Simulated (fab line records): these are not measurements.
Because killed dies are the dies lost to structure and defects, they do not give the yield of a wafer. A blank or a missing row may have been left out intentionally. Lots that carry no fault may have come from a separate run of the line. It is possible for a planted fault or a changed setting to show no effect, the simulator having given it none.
fab line records | flow n5Finfet
record lots=5 | wafers=15 | lastDay=18
route steps=1938 shown PASSIVATION@1927 END@1938
lots untouched by any fault: they come from a run of this same line in which no faults occurred
startH: hours from the record's first day to the start of the lot's first wafer shown | waitH: time in hours since the lot's previous step | " the same as in the row above | L1.1+2: one row covering several wafers at once | - no value present, or no start provided | * or withheld: withheld | < > ~ a bound
route shown NAME@n: a module of which the file shows steps, and the number in the route of the first | usual: average and standard deviation across the fault-free wafers | same: alike in all rows | chamber/n: place in a boat | sites: the reading at each site | _std_site: their standard deviation | _edge_site: mean of outer sites minus mean of inner sites | radiusMm: how far each site lies from the wafer's centre | mask NAME#n: copy n | behind: tool/chamber where the wafer was last shaped | hold: the reason the lot was held/the length of the hold in hours/how it ended | device: names the non-switching transistor (n, p or np) | end of line: the same wafers' tests at the end of the route | where a step has no rows: the recipe by itself | killed: dies lost to structure and defects at the first sort, not the wafer's yield | map: the dies of a wafer, with x for killed, . for not killed, _ for no die there
set.NAME: the setting that was run; set.NAME@STEP: the one run at that earlier step | model.NAME: the simulator's own value behind a step, which no gauge read
lots seen at some steps along the route; tables by step, rows by wafer
services: a tool's chamber out of use, with start hour (startH, from the record's first day; less than 0 if before it), hours out, and reason
## steps
# step N5_PASSIVATION_INSPECT_67
# recipe mode=adi | inspectInstrument=macro
# usual rawDefectCount=2.0/1.3
lot.wafer | tool             | chamber | startH | waitH | rawDefectCount
L082.2    | defectInspect-01 | -       | 322.40 | 0.0   | 1
L082.3    | "                | -       | "      | "     | 2
L082.4    | "                | -       | "      | "     | 1
L086.4    | defectInspect-02 | -       | 346.31 | 0.0   | 1
L086.5    | "                | -       | "      | "     | 2
L086.6    | "                | -       | "      | "     | 1
L093.2    | defectInspect-01 | -       | 387.76 | 0.0   | 3
L093.3    | "                | -       | "      | "     | 1
L093.5    | "                | -       | "      | "     | 2
L095.1    | defectInspect-02 | -       | 413.76 | 0.0   | 1
L095.5    | "                | -       | "      | "     | 2
L095.6    | "                | -       | "      | "     | 2
L097.1    | defectInspect-01 | -       | 418.71 | 0.0   | 1
L097.5    | "                | -       | "      | "     | 4
L097.6    | "                | -       | "      | "     | 2
# step N5_PASSIVATION_DESCUM_46
# recipe chemistry=O2 | timeS=7.9 | sourcePowerW=50 | biasPowerW=20 | pressureMtorr=20 | rfFrequencyHz=2.712e+07 | tempC=40 | o2FlowSccm=225
# usual drypumpMotorCurrentA=5.7/0.46 | oesProductAu=0.81/0.08 | rfVppV=243.7/1.3 | showerheadPlenumPTorr=2.13/0.07 | tempC=40.01/0.11 | throttleValvePct=20.41/0.21
lot.wafer | tool       | chamber | startH | waitH | drypumpMotorCurrentA | oesProductAu | rfHoursCounterH | rfVppV | showerheadPlenumPTorr | tempC | throttleValvePct
L082.2    | rieDiel-02 | 1       | 322.44 | 0.0   | 6.5                  | 0.77         | 130             | 245.0  | 2.20                  | 40.02 | 20.26
L082.3    | "          | 2       | "      | "     | 5.9                  | 0.70         | 245             | 243.5  | 2.16                  | 40.01 | 20.50
L082.4    | "          | 3       | "      | "     | 5.7                  | 0.90         | 30              | 242.4  | 2.05                  | 40.15 | 20.17
L086.4    | rieDiel-06 | 1       | 346.36 | 0.0   | 5.9                  | 0.85         | -               | 245.4  | 2.20                  | 40.10 | 20.64
L086.5    | "          | 0       | "      | "     | 5.8                  | 0.87         | -               | 242.1  | 2.06                  | 40.00 | 20.58
L086.6    | "          | 3       | "      | "     | 5.7                  | 0.82         | -               | 244.8  | 2.19                  | 39.79 | 20.30
L093.2    | rieDiel-05 | 1       | 387.91 | 0.2   | 5.2                  | 0.75         | 153             | 243.3  | 2.09                  | 40.13 | 20.83
L093.3    | "          | 3       | "      | "     | 4.8                  | 0.95         | 16              | 244.7  | 2.13                  | 40.04 | 20.20
L093.5    | "          | 1       | "      | "     | 5.2                  | 0.75         | -               | 243.1  | 2.09                  | 40.06 | 20.81
L095.1    | rieDiel-06 | 2       | 413.80 | 0.0   | 5.1                  | 0.94         | 12              | 245.2  | 2.24                  | 40.15 | 20.56
L095.5    | "          | 3       | "      | "     | 5.8                  | 0.78         | -               | 244.9  | 2.18                  | 39.96 | 20.36
L095.6    | "          | 0       | "      | "     | 5.8                  | 0.85         | -               | 242.7  | 2.05                  | 39.90 | 20.62
L097.1    | rieDiel-05 | 3       | 418.75 | 0.0   | 4.9                  | 0.93         | 29              | 243.3  | 2.13                  | 40.04 | 20.23
L097.5    | "          | 3       | "      | "     | 4.8                  | 0.92         | -               | 244.0  | 2.13                  | 39.92 | 20.21
L097.6    | "          | 2       | "      | "     | 5.6                  | 0.79         | -               | 243.6  | 2.20                  | 39.91 | 20.39
# step N5_PASSIVATION_PASS_ETCH_47
# recipe chemistry=CF4/O2 | target=SiNx | targetDepthA=7700 | timeS=385 | ionEnergyEv=100 | pressureMtorr=40 | sourceW=535 | biasW=49 | Ar_flow_sccm=100 | cf4FlowSccm=100 | O2_flow_sccm=10
# usual drypumpMotorCurrentA=5.7/0.46 | oes_f_703_au=0.81/0.075 | oesProductAu=0.81/0.077 | rfVppV=242.7/2.8 | showerheadPlenumPTorr=2.24/0.073 | throttleValvePct=15.84/0.21
lot.wafer | tool       | chamber | startH | waitH | drypumpMotorCurrentA | oes_f_703_au | oesProductAu | rfHoursCounterH | rfVppV | showerheadPlenumPTorr | throttleValvePct
L082.2    | rieDiel-02 | 1       | 322.47 | 0.0   | 6.6                  | 0.77         | 0.77         | 130             | 242.0  | 2.30                  | 15.71
L082.3    | "          | 2       | "      | "     | 5.9                  | 0.70         | 0.70         | 245             | 245.6  | 2.26                  | 15.93
L082.4    | "          | 3       | "      | "     | 5.8                  | 0.88         | 0.90         | 30              | 241.8  | 2.15                  | 15.55
L086.4    | rieDiel-06 | 1       | 346.49 | 0.1   | 5.9                  | 0.86         | 0.86         | -               | 242.5  | 2.33                  | 16.08
L086.5    | "          | 0       | "      | "     | 5.8                  | 0.87         | 0.88         | -               | 236.0  | 2.15                  | 15.85
L086.6    | "          | 3       | "      | "     | 5.8                  | 0.80         | 0.80         | -               | 245.7  | 2.31                  | 15.78
L093.2    | rieDiel-05 | 1       | 387.95 | 0.0   | 5.2                  | 0.73         | 0.75         | 153             | 247.8  | 2.21                  | 16.23
L093.3    | "          | 3       | "      | "     | 4.9                  | 0.93         | 0.94         | 16              | 241.2  | 2.25                  | 15.67
L093.5    | "          | 1       | "      | "     | 5.2                  | 0.74         | 0.75         | -               | 247.2  | 2.21                  | 16.25
L095.1    | rieDiel-06 | 2       | 413.83 | 0.0   | 5.1                  | 0.94         | 0.94         | 12              | 245.2  | 2.34                  | 15.85
L095.5    | "          | 3       | "      | "     | 5.8                  | 0.77         | 0.78         | -               | 245.3  | 2.30                  | 15.84
L095.6    | "          | 0       | "      | "     | 5.8                  | 0.83         | 0.83         | -               | 235.9  | 2.14                  | 15.90
L097.1    | rieDiel-05 | 3       | 418.78 | 0.0   | 4.8                  | 0.91         | 0.92         | 29              | 241.8  | 2.25                  | 15.69
L097.5    | "          | 3       | "      | "     | 4.9                  | 0.91         | 0.91         | -               | 242.7  | 2.25                  | 15.68
L097.6    | "          | 2       | "      | "     | 5.5                  | 0.76         | 0.78         | -               | 244.0  | 2.31                  | 15.85
# step N5_PASSIVATION_ETCH_54
# recipe chemistry=CHF3/O2 | target=SiO2 | targetDepthA=8800 | CHF3_flow_sccm=50 | O2_flow_sccm=5 | Ar_flow_sccm=200 | timeS=440 | maskMaterial=PR | pressureMtorr=30 | sourceW=650 | biasW=170 | ionEnergyEv=200
# usual drypumpMotorCurrentA=5.7/0.46 | oes_f_703_au=0.81/0.074 | oesProductAu=0.81/0.077 | rfVppV=528/5.9 | showerheadPlenumPTorr=2.45/0.079 | throttleValvePct=18.76/0.21
lot.wafer | tool       | chamber | startH | waitH | drypumpMotorCurrentA | oes_f_703_au | oesProductAu | rfHoursCounterH | rfVppV | showerheadPlenumPTorr | throttleValvePct
L082.2    | rieDiel-02 | 1       | 322.70 | 0.1   | 6.6                  | 0.77         | 0.77         | 130             | 525    | 2.50                  | 18.55
L082.3    | "          | 2       | "      | "     | 5.9                  | 0.70         | 0.69         | 245             | 533    | 2.46                  | 18.78
L082.4    | "          | 3       | "      | "     | 5.8                  | 0.88         | 0.90         | 30              | 527    | 2.36                  | 18.53
L086.4    | rieDiel-06 | 1       | 346.75 | 0.1   | 5.9                  | 0.87         | 0.85         | -               | 529    | 2.54                  | 19.05
L086.5    | "          | 0       | "      | "     | 5.8                  | 0.87         | 0.87         | -               | 515    | 2.35                  | 18.82
L086.6    | "          | 3       | "      | "     | 5.8                  | 0.80         | 0.80         | -               | 534    | 2.53                  | 18.73
L093.2    | rieDiel-05 | 1       | 388.17 | 0.1   | 5.2                  | 0.74         | 0.76         | 153             | 537    | 2.40                  | 19.14
L093.3    | "          | 3       | "      | "     | 4.9                  | 0.93         | 0.94         | 17              | 526    | 2.46                  | 18.59
L093.5    | "          | 1       | "      | "     | 5.2                  | 0.74         | 0.75         | -               | 536    | 2.40                  | 19.15
L095.1    | rieDiel-06 | 2       | 414.06 | 0.1   | 5.1                  | 0.94         | 0.94         | 12              | 532    | 2.56                  | 18.83
L095.5    | "          | 3       | "      | "     | 5.8                  | 0.77         | 0.77         | -               | 533    | 2.52                  | 18.79
L095.6    | "          | 0       | "      | "     | 5.8                  | 0.83         | 0.83         | -               | 514    | 2.34                  | 18.86
L097.1    | rieDiel-05 | 3       | 419.01 | 0.1   | 4.8                  | 0.91         | 0.91         | 29              | 527    | 2.45                  | 18.62
L097.5    | "          | 3       | "      | "     | 4.8                  | 0.92         | 0.91         | -               | 525    | 2.45                  | 18.61
L097.6    | "          | 2       | "      | "     | 5.5                  | 0.76         | 0.78         | -               | 525    | 2.52                  | 18.76
# step N5_PASSIVATION_STRIP_48
# recipe chemistry=O2 | powerW=600 | tempC=60 | pressureMtorr=30 | rfFrequencyHz=6e+07 | biasPowerW=0 | overashFraction=0.5 | o2FlowSccm=225
# usual drypumpMotorCurrentA=5.7/0.46 | oesProductAu=0.81/0.081 | rfVppV=3.6/2.4 | showerheadPlenumPTorr=2.13/0.069 | tempC=60.02/0.13 | throttleValvePct=16.64/0.2
lot.wafer | tool       | chamber | startH | waitH | drypumpMotorCurrentA | oesProductAu | rfHoursCounterH | rfVppV | showerheadPlenumPTorr | tempC | throttleValvePct
L082.2    | rieDiel-02 | 1       | 322.99 | 0.1   | 6.6                  | 0.75         | 130             | 2.2    | 2.20                  | 60.06 | 16.53
L082.3    | "          | 2       | "      | "     | 5.9                  | 0.69         | 245             | 4.4    | 2.16                  | 60.06 | 16.81
L082.4    | "          | 3       | "      | "     | 5.8                  | 0.91         | 30              | 1.1    | 2.05                  | 59.94 | 16.41
L086.4    | rieDiel-06 | 1       | 346.91 | 0.0   | 5.9                  | 0.86         | -               | 3.6    | 2.20                  | 60.07 | 16.86
L086.5    | "          | 0       | "      | "     | 5.8                  | 0.88         | -               | 1.6    | 2.06                  | 60.10 | 16.83
L086.6    | "          | 3       | "      | "     | 5.7                  | 0.79         | -               | 2.6    | 2.19                  | 59.93 | 16.45
L093.2    | rieDiel-05 | 1       | 388.46 | 0.1   | 5.2                  | 0.74         | 153             | 3.2    | 2.10                  | 59.97 | 17.02
L093.3    | "          | 3       | "      | "     | 4.9                  | 0.97         | 17              | 5.4    | 2.14                  | 59.91 | 16.44
L093.5    | "          | 1       | "      | "     | 5.2                  | 0.75         | -               | 4.0    | 2.10                  | 60.04 | 17.01
L095.1    | rieDiel-06 | 2       | 414.35 | 0.1   | 5.1                  | 0.93         | 12              | 1.1    | 2.25                  | 59.87 | 16.68
L095.5    | "          | 3       | "      | "     | 5.7                  | 0.79         | -               | 1.9    | 2.19                  | 60.06 | 16.63
L095.6    | "          | 0       | "      | "     | 5.8                  | 0.84         | -               | 3.3    | 2.05                  | 59.95 | 16.76
L097.1    | rieDiel-05 | 3       | 419.30 | 0.1   | 4.9                  | 0.92         | 29              | 0      | 2.13                  | 60.01 | 16.37
L097.5    | "          | 3       | "      | "     | 4.9                  | 0.89         | -               | 3.2    | 2.13                  | 59.93 | 16.44
L097.6    | "          | 2       | "      | "     | 5.5                  | 0.78         | -               | 6.2    | 2.20                  | 60.24 | 16.63
# step N5_PASSIVATION_STRIP_52
# recipe chemistry=postEtchResidueRemover | timeS=1200 | tempC=72.5
# usual tempC=72.51/0.12
lot.wafer | tool        | chamber | startH | waitH | tempC
L082.2    | wetBench-01 | 1       | 323.05 | -     | 72.46
L082.3    | "           | 7       | "      | "     | 72.56
L082.4    | "           | 0       | "      | "     | 72.37
L086.4    | wetBench-06 | 6       | 346.96 | -     | 72.44
L086.5    | "           | 7       | "      | "     | 72.47
L086.6    | "           | 4       | "      | "     | 72.43
L093.2    | wetBench-03 | 4       | 388.55 | -     | 72.45
L093.3    | "           | 0       | "      | "     | 72.55
L093.5    | "           | 6       | "      | "     | 72.41
L095.1    | wetBench-06 | 5       | 414.42 | -     | 72.42
L095.5    | "           | 2       | "      | "     | 72.48
L095.6    | "           | 4       | "      | "     | 72.46
L097.1    | wetBench-01 | 5       | 419.38 | -     | 72.45
L097.5    | "           | 7       | "      | "     | 72.48
L097.6    | "           | 3       | "      | "     | 72.51
# step N5_PASSIVATION_CLEAN_71
# recipe chemistry=IPA | timeS=180 | tempC=25
# usual tempC=24.99/0.096
lot.wafer | tool        | chamber | startH | waitH | tempC
L082.2    | wetBench-01 | 1       | 323.39 | 0.0   | 24.90
L082.3    | "           | 7       | "      | "     | 25.10
L082.4    | "           | 0       | "      | "     | 24.97
L086.4    | wetBench-06 | 6       | 347.29 | 0.0   | 24.86
L086.5    | "           | 7       | "      | "     | 25.03
L086.6    | "           | 4       | "      | "     | 24.99
L093.2    | wetBench-03 | 4       | 388.91 | 0.0   | 25.10
L093.3    | "           | 0       | "      | "     | 24.92
L093.5    | "           | 6       | "      | "     | 24.99
L095.1    | wetBench-06 | 5       | 414.75 | 0.0   | 25.04
L095.5    | "           | 2       | "      | "     | 25.06
L095.6    | "           | 4       | "      | "     | 24.93
L097.1    | wetBench-01 | 5       | 419.72 | 0.0   | 24.84
L097.5    | "           | 7       | "      | "     | 24.93
L097.6    | "           | 3       | "      | "     | 25.08
# step N5_PASSIVATION_SRD_72
# recipe dry=ipaMarangoni | timeS=30 | tempC=23 | rinseLiquid=diw
# usual tempC=23.00/0.11
lot.wafer | tool        | chamber | startH | waitH | tempC
L082.2    | wetBench-01 | 1       | 323.44 | 0.0   | 22.99
L082.3    | "           | 7       | "      | "     | 22.95
L082.4    | "           | 0       | "      | "     | 23.04
L086.4    | wetBench-06 | 6       | 347.35 | 0.0   | 22.92
L086.5    | "           | 7       | "      | "     | 23.11
L086.6    | "           | 4       | "      | "     | 23.00
L093.2    | wetBench-03 | 4       | 388.97 | 0.0   | 23.16
L093.3    | "           | 0       | "      | "     | 22.93
L093.5    | "           | 6       | "      | "     | 23.09
L095.1    | wetBench-06 | 5       | 414.80 | 0.0   | 23.17
L095.5    | "           | 2       | "      | "     | 22.97
L095.6    | "           | 4       | "      | "     | 22.92
L097.1    | wetBench-01 | 5       | 419.77 | 0.0   | 23.04
L097.5    | "           | 7       | "      | "     | 22.93
L097.6    | "           | 3       | "      | "     | 23.08
# step N5_PASSIVATION_ANNEAL_56
# recipe tempC=400 | timeS=1800 | ambient=FGA | idleTempC=300 | rampUpCPerMin=5 | rampDownCPerMin=3
# usual spikeTcBottomC=420.7/2.3
lot.wafer | tool       | chamber | startH | waitH | spikeTcBottomC
L082.2    | furnace-01 | 0       | 323.48 | 0.0   | 421.9
L082.3    | "          | 0       | "      | "     | 423.3
L082.4    | "          | 0       | "      | "     | 421.9
L086.4    | furnace-02 | 0       | 347.39 | 0.0   | 421.3
L086.5    | "          | 0       | "      | "     | 422.2
L086.6    | "          | 0       | "      | "     | 422.4
L093.2    | furnace-01 | 0       | 389.01 | 0.0   | 424.2
L093.3    | "          | 0       | "      | "     | 422.8
L093.5    | "          | 0       | "      | "     | 423.8
L095.1    | furnace-03 | 0       | 415.79 | 1.0   | 416.1
L095.5    | "          | 0       | "      | "     | 418.5
L095.6    | "          | 0       | "      | "     | 418.4
L097.1    | furnace-03 | 0       | 419.81 | 0.0   | 419.5
L097.5    | "          | 0       | "      | "     | 420.4
L097.6    | "          | 0       | "      | "     | 417.1
# step N5_PASSIVATION_INSPECT_57
# recipe inspectInstrument=macro | mode=outgoing
# usual rawDefectCount=2.0/1.3
lot.wafer | tool             | chamber | startH | waitH | rawDefectCount
L082.2    | defectInspect-02 | -       | 325.83 | 0.0   | 4
L082.3    | "                | -       | "      | "     | 2
L082.4    | "                | -       | "      | "     | 0
L086.4    | defectInspect-02 | -       | 349.75 | 0.0   | 1
L086.5    | "                | -       | "      | "     | 3
L086.6    | "                | -       | "      | "     | 1
L093.2    | defectInspect-02 | -       | 391.36 | 0.0   | 0
L093.3    | "                | -       | "      | "     | 2
L093.5    | "                | -       | "      | "     | 1
L095.1    | defectInspect-02 | -       | 418.13 | 0.0   | 2
L095.5    | "                | -       | "      | "     | 3
L095.6    | "                | -       | "      | "     | 1
L097.1    | defectInspect-01 | -       | 422.17 | 0.0   | 0
L097.5    | "                | -       | "      | "     | 2
L097.6    | "                | -       | "      | "     | 0
## services
tool        | chamber | startH | hours | kind
rieDiel-05  | 0       | 304.59 | 5.7   | repair
rieDiel-06  | 3       | 310.47 | 18.0  | repair
wetBench-01 | -       | 320.97 | 1.9   | repair
rieDiel-05  | 3       | 328.62 | -     | clean
rieDiel-05  | 3       | 328.62 | -     | consumableReplace:focusRing
rieDiel-05  | 3       | 328.62 | 14.2  | scheduledDown
rieDiel-05  | 3       | 328.62 | 14.2  | ventCycle
furnace-03  | -       | 333.60 | 2.0   | repair
rieDiel-02  | 2       | 339.53 | -     | clean
rieDiel-02  | 2       | 339.53 | -     | consumableReplace:focusRing
rieDiel-02  | 2       | 339.53 | 21.4  | scheduledDown
rieDiel-02  | 2       | 339.53 | 21.4  | ventCycle
rieDiel-06  | 2       | 342.28 | -     | clean
rieDiel-06  | 2       | 342.28 | -     | consumableReplace:focusRing
rieDiel-06  | 2       | 342.28 | -     | consumableReplace:showerhead
rieDiel-06  | 2       | 342.28 | 28.4  | scheduledDown
rieDiel-06  | 2       | 342.28 | 28.4  | ventCycle
wetBench-01 | -       | 373.61 | 1.9   | pm
rieDiel-02  | 0       | 380.96 | -     | clean
rieDiel-02  | 0       | 380.96 | -     | consumableReplace:focusRing
rieDiel-06  | 2       | 382.78 | 5.8   | repair
rieDiel-05  | 0       | 383.06 | 16.6  | repair
rieDiel-02  | 0       | 404.97 | 10.5  | repair
rieDiel-02  | 1       | 415.44 | 3.4   | repair
## key
fault none
